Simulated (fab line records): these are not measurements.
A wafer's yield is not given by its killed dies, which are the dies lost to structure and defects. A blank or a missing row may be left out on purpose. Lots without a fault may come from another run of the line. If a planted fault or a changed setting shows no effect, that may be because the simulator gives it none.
8D (eight disciplines) problem report, filled in by code -- flow nandHarc -- the parts of the form that need people (team, actions taken, sign-off) are left out

1. WHAT WENT WRONG
Mean of killedAtPeriphery at NHARC_END_SORT_01: 87.2 across 6 wafers in 2 lots; on wafers with no fault it is 3.2 (standard deviation 2.7). That puts it +31 standard deviations away from the usual mean.
Seen first at day 28 02:21 on prober-01, wafer L855.2. The record holds 39 wafers of 13 lots with a number at this step. By rule, "out" or "out of limits" means more than 4 standard deviations away from the usual mean. Any other wafer with a number is counted as sound.

2. WHAT IT IS, AND WHAT IT ISN'T
question,is,is not
which readings at this step,killedAtPeriphery,"killedAtArray, killedAtOther, killedOpen, killedShort"
which lots,"L855, L856","L847, L850, L851, L854, L862, L864, L865, L867, L868, L869, L870"
which wafers of those lots,all that have a number,-
read on which gauges,prober-01,prober-02
when,from day 28 02:21,"up to then (12 sound wafers); but 21 sound wafers of L862, L864, L865, L867, L868, L869, L870 came after"

3. WHAT RULES OUT EACH SUSPECT
Counting: a tool at a process step up to the reading stays a suspect if it ran every lot that is out and no sound lot after the first of them.
- the gauge at NHARC_END_SORT_01: kept. All the wafers that are out were read on prober-01, and no step on other tools shows them out.
- rieDiel-06 at NHARC_P_M1_ETCH_15 (etches the open film in C4F8/Ar, target depth 182.5 nm, time 91.2 s): ruled out as a lasting fault. After its first lot that is out, L855 (day 9 11:22), sound lots L869 ran on it.
- plasmaAsher-02 at NHARC_THIN_TSV_STRIP_56 (strips in O2): ruled out as a lasting fault. After its first lot that is out, L855 (day 27 18:25), sound lots L864, L865, L870 ran on it.
The count leaves prober-01 at NHARC_END_SORT_01.

4. THE CAUSE (what the simulator had put in)
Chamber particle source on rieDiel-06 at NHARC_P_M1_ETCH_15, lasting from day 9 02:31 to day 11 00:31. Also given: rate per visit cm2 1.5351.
The count ruled it out by mistake, since the rule takes a fault to strike every lot its tool runs from the start of the fault on, and this one did not do so.

5. THE CHAIN OF EFFECTS, in route order
Rows list readings where the struck wafers' mean (over those with a number) sits beyond 3 standard deviations from the usual. Only readings for which the record gives a usual standard deviation are gone through. hours: the time from each lot's start at the first step in this table that gives one to its start at this step, as a median over the lots. sigmas: the change in usual standard deviations.
hours,step,reading,usual,on struck wafers,change,sigmas
0,NHARC_END_SORT_01,killedAtPeriphery,3.2,87.2,+84.0,+31

6. WHAT WOULD HAVE CAUGHT IT SOONER
Counted from the fault's start at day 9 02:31, it took 456 hours until the first out-of-limits reading at a measuring or inspecting step in this record, taken at day 28 02:21.
Of the tool readings at NHARC_P_M1_ETCH_15 for which the record gives a usual standard deviation, none was out on any struck wafer, so an alarm limit of 4 standard deviations on them would not have fired.
